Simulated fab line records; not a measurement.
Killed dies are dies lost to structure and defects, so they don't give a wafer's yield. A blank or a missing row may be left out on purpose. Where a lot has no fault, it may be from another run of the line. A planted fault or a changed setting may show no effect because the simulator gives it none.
Chamber matching :: flow n5 finfet :: N5_BEOL_M4_DESCUM_33 on rie diel-04: 4 sister chambers
The step chemistry O2, time 7 s. 4 wafers are shown with their chamber, then 10 later ones without.

EACH WAFER AND ITS CHAMBER
wafer: L094.1
chamber: 1
throttle valve pct (%): 20.17

wafer: L094.2
chamber: 0
throttle valve pct (%): 20.56

wafer: L094.3
chamber: 3
throttle valve pct (%): 19.84

wafer: L094.5
chamber: 2
throttle valve pct (%): 20.35

WAFERS MISSING THEIR CHAMBER
wafer: L094.6
throttle valve pct (%): 19.83

wafer: L097.1
throttle valve pct (%): 19.86

wafer: L097.2
throttle valve pct (%): 20.57

wafer: L097.3
throttle valve pct (%): 20.20

wafer: L097.4
throttle valve pct (%): 20.35

wafer: L097.5
throttle valve pct (%): 20.37

wafer: L097.6
throttle valve pct (%): 19.86

wafer: L096.4
throttle valve pct (%): 20.40

wafer: L096.5
throttle valve pct (%): 20.19

wafer: L096.6
throttle valve pct (%): 20.37

WHICH CHAMBER EACH WENT THROUGH
wafer: L094.6
from the rows above: 3
in truth: 3

wafer: L097.1
from the rows above: 3
in truth: 3

wafer: L097.2
from the rows above: 0
in truth: 0

wafer: L097.3
from the rows above: 1
in truth: 1

wafer: L097.4
from the rows above: 2
in truth: 2

wafer: L097.5
from the rows above: 2
in truth: 2

wafer: L097.6
from the rows above: 3
in truth: 3

wafer: L096.4
from the rows above: 2
in truth: 2

wafer: L096.5
from the rows above: 1
in truth: 1

wafer: L096.6
from the rows above: 2
in truth: 2
10 of 10 placed correctly. Can't be placed from these rows: 0. Wrongly placed: 0.
How it was worked out, from the rows above alone: a wafer's distance from a chamber is the root of the sum, over the readings, of the square of ((its reading less the chamber's mean) divided by the reading's scatter). If the next closest chamber is less than 2 further off than the closest, the wafer can't be placed; otherwise it belongs to the closest. A chamber's mean is the mean of its shown wafers. The scatter: root of mean squared gap, hidden wafer to nearest shown wafer, with one shown wafer a chamber.
